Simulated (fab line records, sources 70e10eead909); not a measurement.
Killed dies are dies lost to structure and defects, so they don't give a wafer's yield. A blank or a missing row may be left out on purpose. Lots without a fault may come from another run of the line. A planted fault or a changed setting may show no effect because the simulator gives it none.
A struck lot beside a sound one | flow nand_harc | 14 steps out of a route of 1159
Sound: wafers L465.1, L465.2, L465.4. Struck: wafers L478.2, L478.5, L478.6. The cause comes at the end.
At each step with rows: each side's tool, then ch and its chambers, then its first start. Under that, the readings that differ: sound wafers | struck wafers | difference of the means | sigmas: that difference in standard deviations of wafers without a fault.
alike: readings whose means differ by less than 2 such deviations, and words and numbers that are the same on both sides. not compared: withheld readings, readings that some wafer has no value for, bounds like >300 that may hide the same value, and numbers for which the record gives no deviation and whose values overlap.
The two part at a step that has a row with sigmas, a row that says differs or no value, or rows on one side only. Numbers that don't overlap but have no deviation are shown without sigmas and don't part them. A reading that every wafer of one side lacks parts them only if that side has two wafers or more.

first, 9 steps without rows for these wafers: NHARC_A_STAIRCASE_DEHYDRATE_209 (time 120 s); NHARC_A_STAIRCASE_HMDS_210 (time 30 s); NHARC_A_STAIRCASE_COAT_211; NHARC_A_STAIRCASE_SOFTBAKE_212 (time 170 s); NHARC_A_STAIRCASE_EBR_213; NHARC_A_STAIRCASE_EXPOSE_214 (exposes mask STAIR 3); NHARC_A_STAIRCASE_PEB_215 (peb time 130 s); NHARC_A_STAIRCASE_DEVELOP_216 (time 140 s); NHARC_A_STAIRCASE_HARDBAKE_218 (time 140 s).
NHARC_A_STAIRCASE_DESCUM_219: chemistry O2, time 3 s.
  sound on rie_diel-06 ch 0,1,3, day 12 15:19; struck on rie_diel-10 ch 0,1,2, day 15 17:16
  alike: drypump_motor_current_A, oes_product_au, rf_vpp_V, showerhead_plenum_p_Torr, throttle_valve_pct
  not compared: rf_hours_counter_h
NHARC_A_STAIRCASE_TRIM_220: chemistry O2, time 211.2 s.
  sound on rie_diel-06 ch 0,1,3, day 12 15:25; struck on rie_diel-10 ch 0,1, day 15 17:19
  alike: drypump_motor_current_A, oes_product_au, rf_vpp_V, showerhead_plenum_p_Torr, throttle_valve_pct
  not compared: rf_hours_counter_h
NHARC_A_STAIRCASE_ETCH_221: etches the open film in C4F8/O2, target depth 100 nm, time 40.5 s.
  sound on rie_diel-06 ch 1,2,3, day 12 15:34; struck on rie_diel-10 ch 0,1, day 15 17:29
  reading               | sound             | struck            | difference | sigmas
  oes_product_au (a.u.) | 0.956 0.972 0.975 | 0.787 0.757 0.783 | -0.192     | -13
  alike: rf_vpp_V
  not compared: rf_hours_counter_h
NHARC_A_STAIRCASE_TRIM_222: chemistry O2, time 211.2 s.
  sound on rie_diel-06 ch 0,1,2; struck on rie_diel-02 ch 0,1, day 15 17:34
  reading      | sound          | struck         | difference | sigmas
  rf_vpp_V (V) | 59.1 59.5 59.0 | 57.2 56.5 57.1 | -2.3       | -3
  alike: drypump_motor_current_A, oes_product_au, showerhead_plenum_p_Torr, throttle_valve_pct
  not compared: rf_hours_counter_h
-- the record jumps here: 9 days lie between the struck wafers' starts before and after (it left off in module A_STAIRCASE and takes up again in module END, whose first step shown is number 1159 of the route) --
NHARC_END_SORT_01:
  the record has rows for the struck wafers here (prober-01 ch 0, day 24 10:06) and none for the sound ones

WHERE THEY PART
First at NHARC_A_STAIRCASE_ETCH_221; last, within this record, at NHARC_END_SORT_01.

WHY: what the simulator had put in
Process parameter drift: rie_diel-10, from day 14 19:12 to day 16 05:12, at NHARC_A_STAIRCASE_ETCH_221. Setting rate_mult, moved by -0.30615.
